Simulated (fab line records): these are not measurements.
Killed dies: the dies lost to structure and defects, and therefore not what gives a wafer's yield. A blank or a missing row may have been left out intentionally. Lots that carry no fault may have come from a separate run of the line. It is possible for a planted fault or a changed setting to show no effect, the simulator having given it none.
The tool behind it: which one? :: flow n5-finfet :: 72 wafers from 24 lots sampled at 2 of the route's 1938 steps

== WHAT EACH GAUGE READ, for each wafer ==
N5_MOL_CONTACT_COAG_THK_MEAS_29.
lot: L074
measured: day 5 01:40
on: film-metro-01
MD_CAP_THK (nm): 17.97 17.94 18.04

lot: L075
measured: day 5 11:49
on: film-metro-01
MD_CAP_THK (nm): 17.95 17.91 17.76

lot: L076
measured: day 5 16:05
on: film-metro-01
MD_CAP_THK (nm): 18.02 17.88 17.85

lot: L077
measured: day 5 19:28
on: film-metro-01
MD_CAP_THK (nm): 17.89 17.97 17.98

lot: L078
measured: day 6 00:29
on: film-metro-02
MD_CAP_THK (nm): 17.90 17.90 17.82

lot: L079
measured: day 6 10:00
on: film-metro-01
MD_CAP_THK (nm): 17.93 18.00 17.94

lot: L080
measured: day 6 12:48
on: film-metro-01
MD_CAP_THK (nm): 17.94 17.99 18.03

lot: L081
measured: day 6 18:37
on: film-metro-02
MD_CAP_THK (nm): 17.84 17.89 17.85

lot: L082
measured: day 7 02:03
on: film-metro-01
MD_CAP_THK (nm): 17.91 17.85 17.94

lot: L083
measured: day 7 13:38
on: film-metro-01
MD_CAP_THK (nm): 17.92 17.94 17.89

lot: L084
measured: day 7 14:09
on: film-metro-02
MD_CAP_THK (nm): 17.99 18.04 17.96

lot: L085
measured: day 7 21:08
on: film-metro-01
MD_CAP_THK (nm): 17.89 17.95 17.86

lot: L086
measured: day 8 02:33
on: film-metro-02
MD_CAP_THK (nm): 17.78 17.87 17.84

lot: L087
measured: day 8 08:48
on: film-metro-01
MD_CAP_THK (nm): 17.87 17.87 17.98

lot: L088
measured: day 8 11:51
on: film-metro-01
MD_CAP_THK (nm): 18.06 18.11 17.94

lot: L089
measured: day 8 18:51
on: film-metro-01
MD_CAP_THK (nm): 17.95 17.84 17.94

lot: L090
measured: day 9 01:50
on: film-metro-01
MD_CAP_THK (nm): 18.03 17.97 17.99

lot: L091
measured: day 9 06:47
on: film-metro-01
MD_CAP_THK (nm): 17.87 17.88 17.91

lot: L092
measured: day 9 14:20
on: film-metro-01
MD_CAP_THK (nm): 17.93 18.01 17.89

lot: L093
measured: day 9 17:56
on: film-metro-01
MD_CAP_THK (nm): 17.93 17.87 17.87

lot: L094
measured: day 9 23:04
on: film-metro-02
MD_CAP_THK (nm): 18.05 18.06 18.05

lot: L095
measured: day 10 05:47
on: film-metro-02
MD_CAP_THK (nm): 17.87 17.90 17.89

lot: L096
measured: day 10 12:20
on: film-metro-01
MD_CAP_THK (nm): 17.93 18.02 17.93

lot: L097
measured: day 10 23:28
on: film-metro-02
MD_CAP_THK (nm): 17.95 17.97 18.03

== TOOL THAT RAN EACH LOT (tool first, then ch and the chambers of the sampled wafers, then the start) ==
lot: L074
N5_GATE_CUT_CMP_61: cmp-04 ch 0,2,3, day 4 16:02

lot: L075
N5_GATE_CUT_CMP_61: cmp-04 ch 0,1,2, day 5 02:44

lot: L076
N5_GATE_CUT_CMP_61: cmp-04 ch 1,2,3, day 5 05:40

lot: L077
N5_GATE_CUT_CMP_61: cmp-01 ch 1,2, day 5 10:14

lot: L078
N5_GATE_CUT_CMP_61: cmp-04 ch 2,3, day 5 14:22

lot: L079
N5_GATE_CUT_CMP_61: cmp-03 ch 0,1,2, day 5 21:55

lot: L080
N5_GATE_CUT_CMP_61: cmp-03 ch 0,1,2, day 6 04:26

lot: L081
N5_GATE_CUT_CMP_61: cmp-04 ch 0,1,3, day 6 09:01

lot: L082
N5_GATE_CUT_CMP_61: cmp-04 ch 0,2,3, day 6 17:37

lot: L083
N5_GATE_CUT_CMP_61: cmp-03 ch 0,2,3, day 7 02:16

lot: L084
N5_GATE_CUT_CMP_61: cmp-01 ch 0,1,2, day 7 04:17

lot: L085
N5_GATE_CUT_CMP_61: cmp-03 ch 1,3, day 7 11:03

lot: L086
N5_GATE_CUT_CMP_61: cmp-03 ch 1,2, day 7 16:43

lot: L087
N5_GATE_CUT_CMP_61: cmp-04 ch 0,2,3, day 7 23:07

lot: L088
N5_GATE_CUT_CMP_61: cmp-04 ch 0,1, day 8 03:22

lot: L089
N5_GATE_CUT_CMP_61: cmp-01 ch 0,2,3, day 8 09:13

lot: L090
N5_GATE_CUT_CMP_61: cmp-04 ch 2,3, day 8 16:21

lot: L091
N5_GATE_CUT_CMP_61: cmp-01 ch 1,2,3, day 8 19:30

lot: L092
N5_GATE_CUT_CMP_61: cmp-03 ch 0,1,3, day 9 03:46

lot: L093
N5_GATE_CUT_CMP_61: cmp-03 ch 2,3, day 9 07:32

lot: L094
N5_GATE_CUT_CMP_61: cmp-03 ch 0,1, day 9 14:26

lot: L095
N5_GATE_CUT_CMP_61: cmp-01 ch 1,2, day 9 21:36

lot: L096
N5_GATE_CUT_CMP_61: cmp-04 ch 0,1,2, day 10 04:53

lot: L097
N5_GATE_CUT_CMP_61: cmp-04 ch 1,2,3, day 10 14:32
- N5_GATE_CUT_CMP_61: polishes, stops on SiNx, t overpolish 3 s.

== WHAT THE TOOLS THEMSELVES READ (means of the sampled wafers that have a number; where no wafer has one, the mark that the record gives instead) ==
N5_GATE_CUT_CMP_61.
lot: L074
tool: cmp-04
motor-current-A (A): 12.4

lot: L075
tool: cmp-04
motor-current-A (A): 12.9

lot: L076
tool: cmp-04
motor-current-A (A): 13.1

lot: L077
tool: cmp-01
motor-current-A (A): 12.5

lot: L078
tool: cmp-04
motor-current-A (A): 12.8

lot: L079
tool: cmp-03
motor-current-A (A): 11.7

lot: L080
tool: cmp-03
motor-current-A (A): 11.4

lot: L081
tool: cmp-04
motor-current-A (A): 13.3

lot: L082
tool: cmp-04
motor-current-A (A): 12.1

lot: L083
tool: cmp-03
motor-current-A (A): 11.9

lot: L084
tool: cmp-01
motor-current-A (A): 12.2

lot: L085
tool: cmp-03
motor-current-A (A): 13.1

lot: L086
tool: cmp-03
motor-current-A (A): 11.4

lot: L087
tool: cmp-04
motor-current-A (A): 12.3

lot: L088
tool: cmp-04
motor-current-A (A): 12.8

lot: L089
tool: cmp-01
motor-current-A (A): 13.1

lot: L090
tool: cmp-04
motor-current-A (A): 12.4

lot: L091
tool: cmp-01
motor-current-A (A): 12.0

lot: L092
tool: cmp-03
motor-current-A (A): 12.2

lot: L093
tool: cmp-03
motor-current-A (A): 12.0

lot: L094
tool: cmp-03
motor-current-A (A): 11.7

lot: L095
tool: cmp-01
motor-current-A (A): 10.9

lot: L096
tool: cmp-04
motor-current-A (A): 12.7

lot: L097
tool: cmp-04
motor-current-A (A): 13.3

== THE ANSWER, worked out from the rows above alone ==
Rule: the lots themselves supply what counts as usual. The widest of any qualifying gaps counts: lots, ordered by their means at a reading, are off when they make up no more than a third of the lots, leave a main group of 4 or more, and stand apart from it by 3 or more times the standard deviation of that group's means. If all means in a main group match to the digits the tables above print for the reading, that group is not used. A lot without any number at a reading at which 4 lots or more have one is off too. All remaining lots with rows at the step are treated as sound. First the gauges in route order, then the tools' own readings, where a lot's mean is used as printed above. At the first step where some lot is off, the reading lying furthest off is the one used; lots without a number count as furthest.
Across all readings shown, no lot is off: no conclusion can be drawn from this.

== WHAT THE SIMULATOR PUT IN ==
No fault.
